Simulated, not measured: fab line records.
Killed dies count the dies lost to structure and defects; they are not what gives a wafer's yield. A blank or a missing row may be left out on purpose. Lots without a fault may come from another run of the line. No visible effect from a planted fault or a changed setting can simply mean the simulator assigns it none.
Chamber matching ; flow n5 finfet ; rie diel-01 running N5_BEOL_M5_ETCH_61: 4 sister chambers
The step etches SiARC in CF4, target depth 15.6 nm, time 26 s. 22 wafers are shown with their chamber, then 11 later ones without.

## WAFERS, EACH WITH ITS CHAMBER
wafer;chamber;showerhead plenum p Torr (Torr);drypump motor current A (A);oes product au (a.u.)
L075.1;0;2.13;6.1;0.63
L075.4;1;2.03;5.7;0.58
L075.5;1;2.03;5.7;0.58
L078.1;0;2.13;6.1;0.62
L078.5;0;2.13;6.0;0.62
L078.6;3;2.07;6.4;0.64
L080.3;0;2.13;6.0;0.62
L080.4;1;2.03;5.7;0.57
L080.5;2;2.08;5.6;0.73
L083.2;1;2.03;5.7;0.57
L083.3;0;2.13;6.0;0.62
L083.5;1;2.03;5.7;0.57
L084.2;0;2.13;6.0;0.62
L084.3;2;2.08;5.6;0.73
L084.5;2;2.08;5.6;0.73
L086.2;2;2.08;5.6;0.72
L086.3;3;2.06;6.3;0.62
L086.6;3;2.06;6.3;0.62
L087.1;3;2.06;6.3;0.63
L087.5;3;2.06;6.3;0.62
L087.6;2;2.08;5.6;0.72
L091.2;3;2.06;6.3;0.62

SIGNATURES (averages over the wafers above)
reading;chamber 0;chamber 1;chamber 2;chamber 3;scatter within a chamber
showerhead plenum p Torr;2.1300;2.0300;2.0800;2.0617;0.00215
drypump motor current A;6.033;5.700;5.600;6.317;0.0347
oes product au;0.6217;0.5740;0.7260;0.6250;0.00612
Rule: a wafer's distance from a chamber is the root of the sum, over the readings, of the square of ((its reading less the chamber's mean) divided by the reading's scatter). If the next closest chamber is less than 2 further off than the closest, the wafer can't be placed; otherwise it belongs to the closest. The scatter: the root of (the sum of the squares of (reading less its chamber's mean) over the shown wafers, divided by (wafers less chambers)).

## WAFERS WITHOUT THEIR CHAMBER
wafer;showerhead plenum p Torr (Torr);drypump motor current A (A);oes product au (a.u.)
L091.4;2.13;6.0;0.60
L091.6;2.08;5.6;0.71
L095.2;2.07;5.6;0.71
L095.5;2.12;6.0;0.61
L095.6;2.27;5.7;0.80
L096.2;2.27;5.7;0.79
L096.4;2.06;6.3;0.62
L096.5;2.27;5.7;0.80
L097.3;2.12;6.0;0.60
L097.4;2.27;5.7;0.79
L097.5;2.07;5.6;0.69

## WHICH CHAMBER EACH WENT THROUGH
wafer;from the rows above;in truth
L091.4;0;0
L091.6;2;2
L095.2;2;2
L095.5;0;0
L095.6;0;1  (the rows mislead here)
L096.2;0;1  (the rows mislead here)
L096.4;3;3
L096.5;0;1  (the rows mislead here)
L097.3;0;0
L097.4;0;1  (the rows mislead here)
L097.5;2;2
Correct placement for 7 of the 11. Number that these rows cannot place: 0. 4 placed wrongly.
